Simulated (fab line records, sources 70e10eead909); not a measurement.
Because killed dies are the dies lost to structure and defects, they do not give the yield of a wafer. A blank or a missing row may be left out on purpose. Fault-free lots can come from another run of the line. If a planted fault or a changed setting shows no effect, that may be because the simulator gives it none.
Matching of chambers	flow nand-harc	NHARC_A_STAIRCASE_CMP_450 on cmp-03: 4 sister chambers
The step polishes SiO2, target thk 200 nm. 14 wafers are shown with their chamber, then 7 later ones without.

EACH WAFER AND ITS CHAMBER
wafer	chamber	motor-current-A (A)
L076.1	2	11.6
L076.4	1	13.0
L076.6	1	12.6
L088.4	1	13.1
L088.5	0	12.7
L088.6	1	12.4
L087.4	3	14.7
L087.5	2	11.8
L087.6	1	12.7
L093.1	0	13.5
L093.2	3	15.0
L093.3	1	12.7
L090.2	3	13.8
L090.4	1	12.9

SIGNATURES (averages over the wafers above)
reading	chamber 0	chamber 1	chamber 2	chamber 3	scatter within a chamber
motor-current-A	13.100	12.771	11.700	14.500	0.384
Rule: a wafer lies at a distance from a chamber equal to the root of the sum of squares, over the readings, of (its reading less the chamber's mean, divided by the reading's scatter). The wafer belongs to the nearest chamber; if the next one is less than 2 further off, it can't be placed. How the scatter is found: for the shown wafers, subtract from each reading the mean of its chamber, square and add these, divide the total by (wafers less chambers), then take the root.

WAFERS WHOSE CHAMBER IS MISSING
wafer	motor-current-A (A)
L090.5	12.7
L091.2	12.8
L091.4	15.3
L091.6	12.0
L097.1	11.8
L097.2	13.7
L097.6	11.9

CHAMBER TAKEN BY EACH
wafer	from the rows above	in truth
L090.5	can't be placed: 1 or 0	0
L091.2	can't be placed: 1 or 0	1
L091.4	3	3
L091.6	can't be placed: 2 or 1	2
L097.1	2	2
L097.2	can't be placed: 0 or 3 or 1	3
L097.6	can't be placed: 2 or 1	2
2 of 7 placed correctly. Not placeable from these rows: 5 (in 5, the candidates include the true chamber). Placed wrongly: 0.
